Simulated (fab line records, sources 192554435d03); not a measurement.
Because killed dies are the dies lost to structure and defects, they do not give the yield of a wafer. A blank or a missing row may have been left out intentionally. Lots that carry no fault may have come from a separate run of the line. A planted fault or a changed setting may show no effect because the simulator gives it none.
What tool caused it? / flow n5_finfet / 36 wafers from 12 lots sampled at 3 of the route's 1938 steps

WHAT THE GAUGES READ, wafer by wafer
N5_BEOL_M6_THK_MEAS_01.
lot=L076; measured=day 9 12:16; on=film_metro-02; M6_ILD_THK (nm)=153.5 156.6 156.1
lot=L075; measured=day 9 15:36; on=film_metro-01; M6_ILD_THK (nm)=153.6 153.4 155.3
lot=L080; measured=day 9 21:55; on=film_metro-02; M6_ILD_THK (nm)=154.3 155.6 156.0
lot=L081; measured=day 10 21:11; on=film_metro-01; M6_ILD_THK (nm)=152.8 154.6 154.6
lot=L084; measured=day 11 02:55; on=film_metro-02; M6_ILD_THK (nm)=152.6 154.4 156.6
lot=L086; measured=day 12 06:21; on=film_metro-01; M6_ILD_THK (nm)=155.2 156.2 156.8
lot=L087; measured=day 12 08:19; on=film_metro-02; M6_ILD_THK (nm)=158.0 156.4 162.1
lot=L090; measured=day 12 13:13; on=film_metro-01; M6_ILD_THK (nm)=153.0 154.1 153.9
lot=L092; measured=day 12 23:18; on=film_metro-01; M6_ILD_THK (nm)=156.3 158.0 160.4
lot=L095; measured=day 13 22:53; on=film_metro-01; M6_ILD_THK (nm)=154.3 155.4 154.7
lot=L094; measured=day 13 23:40; on=film_metro-02; M6_ILD_THK (nm)=152.9 157.2 157.0
lot=L097; measured=day 15 08:51; on=film_metro-02; M6_ILD_THK (nm)=152.2 154.3 156.9

WHAT TOOL EACH LOT RAN ON (gives the tool, then ch and the chambers of the sampled wafers, and finally the start)
lot=L076; N5_BEOL_M5_ANNEAL_84=pvd_sputter-01, day 9 08:03; N5_BEOL_M5_DEP_56=pecvd-02 ch 0,1,2, day 9 11:08
lot=L075; N5_BEOL_M5_ANNEAL_84=pvd_sputter-02, day 9 10:39; N5_BEOL_M5_DEP_56=pecvd-02 ch 0,2, day 9 13:53
lot=L080; N5_BEOL_M5_ANNEAL_84=pvd_sputter-02, day 9 18:07; N5_BEOL_M5_DEP_56=pecvd-01 ch 0,1, day 9 21:12
lot=L081; N5_BEOL_M5_ANNEAL_84=pvd_sputter-01, day 10 17:08; N5_BEOL_M5_DEP_56=pecvd-02 ch 0,2, day 10 20:28
lot=L084; N5_BEOL_M5_ANNEAL_84=pvd_sputter-02, day 10 22:59; N5_BEOL_M5_DEP_56=pecvd-01 ch 1,2, day 11 02:13
lot=L086; N5_BEOL_M5_ANNEAL_84=pvd_sputter-03, day 12 02:34; N5_BEOL_M5_DEP_56=pecvd-01 ch 0,1,2, day 12 05:38
lot=L087; N5_BEOL_M5_ANNEAL_84=pvd_sputter-01, day 12 04:10; N5_BEOL_M5_DEP_56=pecvd-02 ch 0,1,2, day 12 07:37
lot=L090; N5_BEOL_M5_ANNEAL_84=pvd_sputter-01, day 12 09:26; N5_BEOL_M5_DEP_56=pecvd-02 ch 0,1,2, day 12 12:31
lot=L092; N5_BEOL_M5_ANNEAL_84=pvd_sputter-01, day 12 19:00; N5_BEOL_M5_DEP_56=pecvd-02 ch 1,2, day 12 22:35
lot=L095; N5_BEOL_M5_ANNEAL_84=pvd_sputter-02, day 13 19:05; N5_BEOL_M5_DEP_56=pecvd-04 ch 0,1,2, day 13 22:11
lot=L094; N5_BEOL_M5_ANNEAL_84=pvd_sputter-03, day 13 19:49; N5_BEOL_M5_DEP_56=pecvd-04 ch 1,2, day 13 22:58
lot=L097; N5_BEOL_M5_ANNEAL_84=pvd_sputter-02, day 15 04:49; N5_BEOL_M5_DEP_56=pecvd-01 ch 0,2, day 15 08:09
- N5_BEOL_M5_ANNEAL_84: time 1800 s.
- N5_BEOL_M5_DEP_56: deposits SiCN from 3MS/NH3, target thk 8 nm, time 14 s.

THE ANSWER, worked out from the rows above alone
Rule: the lots themselves supply what counts as usual. Put in order of their means at a reading, lots are off if they are a third of the lots or fewer, leave a main group of 4 or more, and stand apart from it by a gap of 3 or more times the standard deviation of the main group's means; of several such gaps the widest counts. A main group is skipped when, at the precision printed for the reading in the tables above, its means are all equal. A lot without any number at a reading at which 4 lots or more have one is off too. Any other lot the step has rows for is counted as sound.
No lot is off on any of the readings shown, so nothing can be concluded from this.

WHAT THE SIMULATOR PUT IN
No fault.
